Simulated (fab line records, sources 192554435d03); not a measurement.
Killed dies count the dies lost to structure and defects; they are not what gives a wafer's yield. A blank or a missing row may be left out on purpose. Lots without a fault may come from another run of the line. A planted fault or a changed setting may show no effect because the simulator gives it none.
Split-lot experiment | flow n5-finfet | 39 wafers read across 7 lots, on a route 1938 steps long

THE SPLIT ITSELF
At N5_MOL_CONTACT_COAG_ETCH_105 (etches SiARC in CF4, target depth 15.6 nm, time 26 s), the setting bias-w was moved away from the recipe's 36 W on 18 of the 39 wafers read, by -7.3% to +19.2%. All remaining wafers had this setting at the recipe value.

Reading taken at the split's own step.

THE READING
rf-vpp-V, in V, at N5_MOL_CONTACT_COAG_ETCH_105 (etches SiARC in CF4, target depth 15.6 nm, time 26 s). A value of 184.4 V with a standard deviation of 1.2 V is what fault-free wafers of this fab line usually give.

wafer  | tool, chamber at the split | bias-w as run, W | against the recipe | rf-vpp-V, V | against lot-mates on the recipe
L075.1 | rie-diel-03, 3             | 36               | recipe             | 184.2       | -
L075.2 | rie-diel-03, 2             | 36               | recipe             | 183.6       | -
L075.3 | rie-diel-03, 1             | 36               | recipe             | 185.8       | -
L075.4 | rie-diel-03, 0             | 38.26            | +6.3%              | 191.0       | +6.5
L075.5 | rie-diel-03, 2             | 38.26            | +6.3%              | 193.6       | +9.1
L075.6 | rie-diel-03, 3             | 38.26            | +6.3%              | 190.4       | +5.9
L079.1 | rie-diel-03, 3             | 33.62            | -6.6%              | 176.1       | -8.0
L079.2 | rie-diel-03, 1             | 36               | recipe             | 185.9       | -
L079.3 | rie-diel-03, 2             | 33.62            | -6.6%              | 177.2       | -6.9
L079.4 | rie-diel-03, 0             | 36               | recipe             | 184.0       | -
L079.5 | rie-diel-03, 1             | 33.62            | -6.6%              | 176.7       | -7.4
L079.6 | rie-diel-03, 2             | 36               | recipe             | 182.4       | -
L082.1 | rie-diel-01, 1             | 36               | recipe             | 183.0       | -
L082.2 | rie-diel-01, 2             | 36               | recipe             | 184.9       | -
L082.3 | rie-diel-01, 3             | 42.91            | +19.2%             | 205.2       | +20.5
L082.4 | rie-diel-01, 3             | 42.91            | +19.2%             | 206.3       | +21.6
L082.5 | rie-diel-01, 2             | 36               | recipe             | 186.1       | -
L082.6 | rie-diel-01, 1             | 42.91            | +19.2%             | 204.6       | +19.9
L088.1 | rie-diel-01, 0             | 36               | recipe             | 185.8       | -
L088.2 | rie-diel-01, 2             | 38.67            | +7.4%              | 192.4       | +7.3
L088.3 | rie-diel-01, 1             | 36               | recipe             | 183.8       | -
L088.4 | rie-diel-01, 0             | 38.67            | +7.4%              | 194.7       | +9.6
L088.5 | rie-diel-01, 1             | 38.67            | +7.4%              | 191.0       | +5.9
L088.6 | rie-diel-01, 2             | 36               | recipe             | 185.8       | -
L089.1 | rie-diel-03, 0             | 33.39            | -7.3%              | 177.6       | -6.4
L089.2 | rie-diel-03, 3             | 36               | recipe             | 183.4       | -
L089.3 | rie-diel-03, 2             | 33.39            | -7.3%              | 175.1       | -8.9
L089.4 | rie-diel-03, 1             | 33.39            | -7.3%              | 176.2       | -7.8
L089.5 | rie-diel-03, 1             | 36               | recipe             | 184.3       | -
L089.6 | rie-diel-03, 2             | 36               | recipe             | 184.2       | -
L091.1 | rie-diel-06, 3             | 36               | recipe             | 186.9       | -
L091.2 | rie-diel-06, 2             | 38.1             | +5.8%              | 190.4       | +5.6
L091.3 | rie-diel-06, 1             | 38.1             | +5.8%              | 190.1       | +5.3
L091.4 | rie-diel-06, 0             | 36               | recipe             | 183.8       | -
L091.5 | rie-diel-06, 1             | 38.1             | +5.8%              | 192.0       | +7.2
L091.6 | rie-diel-06, 2             | 36               | recipe             | 183.8       | -
L090.3 | rie-diel-06, 2             | 36               | recipe             | 182.7       | -
L090.4 | rie-diel-06, 1             | 36               | recipe             | 183.5       | -
L090.6 | rie-diel-06, 3             | 36               | recipe             | 185.7       | -

FIT RESULTS
A straight line over all 39 wafers: rf-vpp-V changes by +1.11 V for each +1% of bias-w; r = +0.99; the points scatter about the line by 1.2 V.
The same after taking each lot's own level away (the mean of its wafers on the recipe; 39 wafers): +1.08 V for each +1%; r = +0.99; scatter 1.2 V.
On that fit, the largest move of bias-w shifts the reading by 21 V.
The lots' own levels span 183.97 to 185.13 V, that is 1.0 times the standard deviation above.
The two slopes are in agreement: the lot-to-lot level therefore moves the slope only a little.
Check: with one of the wafers moved furthest among these (+19.2%) left out of the fit, the line predicts +20.7 V for it against its lot-mates. Against them it came out at +20.5 V.
Tool readings at the split's step, against how far the setting was moved: rf-vpp-V r = +0.99.

OTHER SPLITS ON THESE WAFERS
Other splits were also applied to these wafers ahead of the reading. Each is held against what the fit with the lots' levels taken away leaves over:
other split on the same wafers    | wafers away from the commonest value | r with rf-vpp-V (lot level and that fit taken away)
N5_WELL_APT_EPI_41 target-thk-a   | 15                                   | +0.14
N5_DUMMY_GATE_EXPOSE_12 dose-mj   | 15                                   | +0.01
N5_DUMMY_GATE_ETCH_37 source-w    | 12                                   | -0.12
N5_DUMMY_GATE_ETCH_42 bias-w      | 12                                   | -0.16
N5_SD_EPI_N_LINER_46 target-thk-a | 12                                   | -0.06
N5_GATE_CUT_ETCH_58 bias-w        | 18                                   | -0.08

THE FILE'S OWN FIT
rf-vpp-V changes by +1.08 V for each +1% of bias-w, r = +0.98.
